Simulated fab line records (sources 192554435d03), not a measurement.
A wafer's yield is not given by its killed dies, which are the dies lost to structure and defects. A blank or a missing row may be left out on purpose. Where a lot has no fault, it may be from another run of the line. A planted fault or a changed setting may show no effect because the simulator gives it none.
2 desks looking at one fault || flow n5_finfet || each desk has only its own numbers; what lay behind them comes last

== THE METROLOGY DESK ==
What the gauges read, lot by lot, whatever tool the lot ran on: means of the sampled wafers that have a number. A lot is out of limits, marked OUT, if its mean lies more than 4 standard deviations from the usual mean; the brackets give that distance.
Columns: A = PAD_OVL at N5_PASSIVATION_OVL_MEAS_63, usual 3 nm; B = cd_nm at N5_PASSIVATION_CD_MEAS_44, usual 40001 nm
{"lot": "L453", "first seen here": "day 12 20:56", "A": -0, "B": 40001}
{"lot": "L456", "first seen here": "day 13 16:07", "A": 3, "B": 40005}
{"lot": "L455", "first seen here": "day 13 20:28", "A": -3, "B": 40002}
{"lot": "L458", "first seen here": "day 14 10:49", "A": 0, "B": 40004}
{"lot": "L454", "first seen here": "day 14 20:33", "A": 11, "B": 39996}
{"lot": "L461", "first seen here": "day 15 06:15", "A": 3, "B": 40002}
{"lot": "L465", "first seen here": "day 15 16:21", "A": 3, "B": 39995}
{"lot": "L464", "first seen here": "day 15 20:16", "A": 5, "B": 40002}
{"lot": "L466", "first seen here": "day 17 01:53", "A": -2, "B": 40003}
{"lot": "L470", "first seen here": "day 18 01:29", "A": 4, "B": 40001}
{"lot": "L474", "first seen here": "day 18 01:52", "A": 3, "B": 40004}
This desk's verdict: no lot among the 11 shows anything out of limits.

== AT THE TOOL OWNER'S DESK: ald_metal-01 ==
The tool's own readings at N5_BEOL_M0_ALD_136 (deposits TaN, pulse time 2 s, purge time 3 s, co reactant purge time 2 s): means of the sampled wafers that have a number, for each lot that ran on this tool. A lot is out of limits, marked OUT, if its mean lies more than 4 standard deviations from the usual mean; the brackets give that distance.
Columns: A = heater_power_w at N5_BEOL_M0_ALD_136, usual 411 W
{"lot": "L455", "first seen here": "day 6 20:02", "A": 389}
{"lot": "L454", "first seen here": "day 6 23:55", "A": 405}
{"lot": "L458", "first seen here": "day 7 16:25", "A": 412}
{"lot": "L464", "first seen here": "day 9 05:07", "A": 424}
{"lot": "L466", "first seen here": "day 9 14:49", "A": 431}
{"lot": "L465", "first seen here": "day 9 17:14", "A": 413}
{"lot": "L470", "first seen here": "day 10 20:49", "A": 427}
This desk's verdict: no lot among the 7 shows anything out of limits.

== PUT TOGETHER ==
From the metrology desk's view, nothing was out of limits.
The desk of the tool owner found nothing out of limits.

== WHAT THE SIMULATOR HAD PUT IN ==
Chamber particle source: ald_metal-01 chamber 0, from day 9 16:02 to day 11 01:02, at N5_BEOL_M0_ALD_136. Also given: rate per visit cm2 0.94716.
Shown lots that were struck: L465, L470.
